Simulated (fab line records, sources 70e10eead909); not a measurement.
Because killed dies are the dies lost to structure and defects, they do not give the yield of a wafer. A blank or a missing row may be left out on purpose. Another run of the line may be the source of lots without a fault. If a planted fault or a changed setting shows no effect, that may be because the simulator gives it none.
Matching of chambers    flow nand harc    NHARC_A_CHANNEL_FILL_D1_STRIP_28 on rie diel-10 has 4 sister chambers
The step strips in O2, time 20 s. 20 wafers are shown with their chamber, then 10 later ones without.

== WAFERS, EACH WITH ITS CHAMBER ==
wafer   chamber  showerhead plenum p Torr (Torr)  drypump motor current A (A)  oes product au (a.u.)
L076.2  2        3.33                             6.3                          1.003
L076.5  0        3.46                             5.6                          1.006
L076.6  3        3.61                             5.6                          0.987
L079.2  3        3.61                             5.6                          0.987
L079.3  2        3.33                             6.3                          0.988
L079.5  1        3.44                             5.8                          1.002
L081.1  2        3.33                             6.3                          0.998
L081.3  3        3.61                             5.6                          0.988
L081.5  0        3.45                             5.6                          0.994
L082.4  2        3.33                             6.3                          0.993
L082.5  2        3.33                             6.3                          1.007
L082.6  3        3.61                             5.6                          0.996
L084.4  3        3.61                             5.6                          0.984
L084.5  3        3.61                             5.6                          0.983
L084.6  2        3.33                             6.3                          0.987
L088.2  1        3.44                             5.9                          0.997
L088.4  3        3.61                             5.6                          0.980
L088.5  1        3.44                             5.9                          0.997
L090.1  3        3.61                             5.6                          0.985
L090.2  1        3.44                             5.9                          0.994

SIGNATURES (means of the wafers above)
reading                   chamber 0  chamber 1  chamber 2  chamber 3  scatter within a chamber
showerhead plenum p Torr  3.4550     3.4400     3.3300     3.6100     0.00177
drypump motor current A   5.600      5.875      6.300      5.600      0.0217
oes product au            1.00000    0.99750    0.99600    0.98625    0.00606
Rule: distance of a wafer from a chamber = root of the sum over the readings of ((wafer's reading minus chamber's mean) / reading's scatter) squared. The wafer belongs to the nearest chamber; if the next one is less than 2 further off, it can't be placed. The scatter is the square root of a quotient: the sum, over the shown wafers, of each reading's squared deviation from its chamber's mean, divided by wafers minus chambers.

== WAFERS WITH NO CHAMBER GIVEN ==
wafer   showerhead plenum p Torr (Torr)  drypump motor current A (A)  oes product au (a.u.)
L090.3  3.32                             6.3                          0.997
L092.1  3.45                             5.6                          1.005
L092.2  3.44                             5.9                          1.008
L092.5  3.32                             6.3                          1.011
L093.2  3.61                             5.6                          0.986
L093.3  3.44                             5.8                          1.003
L093.4  3.45                             5.6                          0.993
L096.1  3.32                             6.3                          1.007
L096.3  3.45                             5.6                          1.008
L096.6  3.32                             6.3                          0.997

== CHAMBER TAKEN BY EACH ==
wafer   from the rows above  in truth
L090.3  2                    2
L092.1  0                    0
L092.2  1                    1
L092.5  2                    2
L093.2  3                    3
L093.3  1                    1
L093.4  0                    0
L096.1  2                    2
L096.3  0                    0
L096.6  2                    2
10 of 10 placed correctly. From these rows, 0 cannot be placed. Placed wrongly: 0.
